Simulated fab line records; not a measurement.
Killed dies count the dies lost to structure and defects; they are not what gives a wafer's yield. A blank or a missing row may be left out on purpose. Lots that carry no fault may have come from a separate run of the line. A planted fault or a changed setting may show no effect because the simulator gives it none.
Matching of chambers ; flow n5-finfet ; rie-diel-02 running N5_HKMG_FIN_STRIP_34: 4 sister chambers
The step strips in CF4. 8 wafers are shown with their chamber, then 8 later ones without.

EACH WAFER AND ITS CHAMBER
wafer;chamber;throttle-valve-pct (%);drypump-motor-current-A (A)
L079.2;0;13.52;5.3
L079.6;3;13.53;5.6
L081.4;3;13.54;5.7
L081.5;0;13.52;5.3
L082.2;1;13.41;5.7
L082.3;2;13.90;5.9
L082.5;1;13.40;5.7
L086.3;2;13.92;5.9

WAFERS MISSING THEIR CHAMBER
wafer;throttle-valve-pct (%);drypump-motor-current-A (A)
L086.4;13.54;5.3
L086.5;13.43;5.7
L092.2;13.59;5.7
L092.5;13.94;5.9
L092.6;13.58;5.7
L095.2;13.60;5.3
L095.3;13.45;5.7
L095.5;13.46;5.6

WHICH CHAMBER EACH WENT THROUGH
wafer;from the rows above;in truth
L086.4;0;0
L086.5;1;1
L092.2;3;3
L092.5;2;2
L092.6;3;3
L095.2;0;0
L095.3;1;1
L095.5;can't be placed: 1 or 3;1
7 of 8 placed correctly. Can't be placed from these rows: 1 (the true chamber is among the candidates in 1). 0 placed wrongly.
How it was worked out, from the rows above alone: a wafer's distance from a chamber is the root of the sum, over the readings, of the square of ((its reading less the chamber's mean) divided by the reading's scatter). If the next closest chamber is less than 2 further off than the closest, the wafer can't be placed; otherwise it belongs to the closest. Each chamber's mean is taken over the wafers shown for it. How the scatter is found: for the shown wafers, subtract from each reading the mean of its chamber, square and add these, divide the total by (wafers less chambers), then take the root.
